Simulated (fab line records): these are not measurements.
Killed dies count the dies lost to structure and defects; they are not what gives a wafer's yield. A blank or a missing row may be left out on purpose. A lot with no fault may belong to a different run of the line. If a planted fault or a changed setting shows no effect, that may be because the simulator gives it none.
Chamber matching -- flow nand-harc -- NHARC_A_STAIRCASE_STRIP_476 on rie-diel-02 has 4 sister chambers
The step strips in O2, time 20 s. 14 wafers are shown with their chamber, then 7 later ones without.

## EACH WAFER AND ITS CHAMBER
wafer,chamber,showerhead-plenum-p-Torr (Torr),drypump-motor-current-A (A),rf-vpp-V (V)
L136.1,1,3.35,5.7,57.0
L136.4,2,3.58,5.7,58.9
L136.5,1,3.35,5.7,58.5
L140.1,3,3.80,5.1,58.4
L140.2,1,3.35,5.7,56.8
L140.3,2,3.58,5.7,58.0
L139.1,2,3.58,5.7,57.2
L139.3,0,3.38,5.3,58.4
L139.4,1,3.34,5.7,56.7
L142.2,0,3.37,5.2,56.7
L142.3,2,3.57,5.8,57.9
L142.6,0,3.37,5.3,56.4
L152.3,1,3.32,5.7,57.1
L152.5,2,3.55,5.7,56.6

SIGNATURES, as means of the wafers listed above
reading,chamber 0,chamber 1,chamber 2,chamber 3,scatter within a chamber
showerhead-plenum-p-Torr,3.3733,3.3420,3.5720,3.8000,0.0119
drypump-motor-current-A,5.267,5.700,5.720,5.100,0.0383
rf-vpp-V,57.167,57.220,57.720,58.400,0.866
Rule: for a wafer and a chamber, the distance is found by dividing, reading by reading, the gap between the wafer's reading and the chamber's mean by the reading's scatter, squaring, summing and taking the root. If the next closest chamber is less than 2 further off than the closest, the wafer can't be placed; otherwise it belongs to the closest. The scatter is the square root of a quotient: the sum, over the shown wafers, of each reading's squared deviation from its chamber's mean, divided by wafers minus chambers.

## WAFERS WITH NO CHAMBER GIVEN
wafer,showerhead-plenum-p-Torr (Torr),drypump-motor-current-A (A),rf-vpp-V (V)
L152.6,3.78,5.1,58.4
L154.4,3.55,5.7,57.7
L154.5,3.78,5.1,58.7
L154.6,3.35,5.2,56.6
L153.1,3.78,5.1,59.6
L153.3,3.35,5.3,56.3
L153.4,3.32,5.7,57.2

## EACH ONE'S CHAMBER
wafer,from the rows above,in truth
L152.6,3,3
L154.4,2,2
L154.5,3,3
L154.6,0,0
L153.1,3,3
L153.3,0,0
L153.4,1,1
7 of 7 placed correctly. Left unplaced by these rows: 0. 0 placed wrongly.
